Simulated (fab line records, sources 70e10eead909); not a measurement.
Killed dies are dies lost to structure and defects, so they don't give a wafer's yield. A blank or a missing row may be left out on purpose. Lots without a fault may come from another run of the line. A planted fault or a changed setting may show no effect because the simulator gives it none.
Which tool did it? | flow nand_harc | 24 lots, 72 wafers sampled, at 1 step of a route of 1159

WHAT THE GAUGES READ, wafer by wafer
NHARC_A_SLIT_OVL_MEAS_10. Usual: overlay_x_nm 0.0 nm, standard deviation 0.91; overlay_y_nm -0.1 nm, standard deviation 0.75.
lot  | measured     | on         | overlay_x_nm (nm) | overlay_y_nm (nm) | flag
L074 | day 14 11:04 | overlay-01 | 0.0 0.7 0.8       | -0.2 -0.3 -0.4    |
L076 | day 14 11:50 | overlay-01 | 0.2 0.5 -0.1      | 0.1 -0.9 0.0      |
L075 | day 14 12:47 | overlay-02 | -1.2 -1.2 -1.2    | 1.0 0.3 0.2       |
L077 | day 15 01:52 | overlay-01 | 0.2 0.4 0.5       | -0.4 -0.6 -0.3    |
L078 | day 15 02:02 | overlay-02 | -0.4 -0.1 -0.1    | 0.3 -0.3 0.4      |
L079 | day 15 06:29 | overlay-02 | -0.2 0.1 0.2      | -0.2 -0.1 0.0     |
L082 | day 16 08:52 | overlay-02 | -1.9 -1.5 -1.6    | 1.3 0.7 1.1       |
L080 | day 16 16:16 | overlay-02 | 1.3 1.2 1.3       | -1.0 -1.0 -1.8    |
L081 | day 16 21:32 | overlay-02 | -1.0 -1.3 -1.5    | 0.3 0.2 -0.4      |
L083 | day 16 22:46 | overlay-01 | 1.4 1.2 1.2       | 0.3 0.1 -0.5      |
L084 | day 16 23:15 | overlay-01 | -0.6 -0.5 -0.2    | 0.1 0.0 0.2       |
L086 | day 17 10:37 | overlay-01 | 1.4 1.3 1.1       | -2.1 -2.0 -1.5    |
L085 | day 17 11:10 | overlay-01 | -0.8 -0.6 -0.4    | -0.2 0.2 -0.1     |
L087 | day 17 11:47 | overlay-01 | 0.2 0.2 0.0       | 1.0 0.6 0.9       |
L088 | day 17 22:14 | overlay-02 | 0.1 0.7 0.5       | -0.4 -0.5 -0.2    |
L089 | day 17 22:49 | overlay-01 | 0.5 0.4 0.5       | -0.4 -0.4 -0.7    |
L090 | day 18 07:02 | overlay-01 | -0.5 -1.2 -0.8    | -0.3 0.0 0.0      |
L091 | day 18 08:11 | overlay-01 | 0.6 0.0 -0.1      | -0.6 -0.8 -0.6    |
L094 | day 19 02:25 | overlay-01 | -0.9 -0.3 -0.9    | -1.2 -0.4 -0.8    |
L095 | day 19 12:01 | overlay-01 | 0.8 0.1 0.7       | 1.6 1.1 0.9       |
L092 | day 19 12:34 | overlay-02 | 0.1 0.5 0.5       | -0.1 -0.2 0.3     |
L093 | day 19 23:42 | overlay-01 | 0.1 -0.4 0.3      | 0.9 1.2 0.8       |
L096 | day 20 06:59 | overlay-01 | -1.1 -0.6 -1.0    | 0.3 -0.1 1.1      |
L097 | day 20 21:29 | overlay-01 | 2.2 1.5 1.9       | -1.3 -0.4 -1.3    |

WHICH TOOL RAN EACH LOT (tool, then ch and the chambers of the sampled wafers, then the start)
The record holds no process step before these readings.

WHAT THE TOOLS THEMSELVES READ (means of the sampled wafers that have a number; where no wafer has one, the mark that the record gives instead)
The record holds no such reading with a usual standard deviation.

THE ANSWER, worked out from the rows above alone
Rule: a lot is off if the mean of its wafers that have a number lies more than 3 standard deviations from the usual mean. A lot without any number at a reading at which 4 lots or more have one is off too. The other lots that the step has rows for count as sound. The gauges are gone through in route order, then the tools' own readings, and for those a lot's mean is taken as printed above. The first step at which some lot is off is used, and at that step the reading that is off furthest; a lot without a number counts as furthest.
No lot is off at any reading shown: from this, nothing can be told.

WHAT THE SIMULATOR HAD PUT IN
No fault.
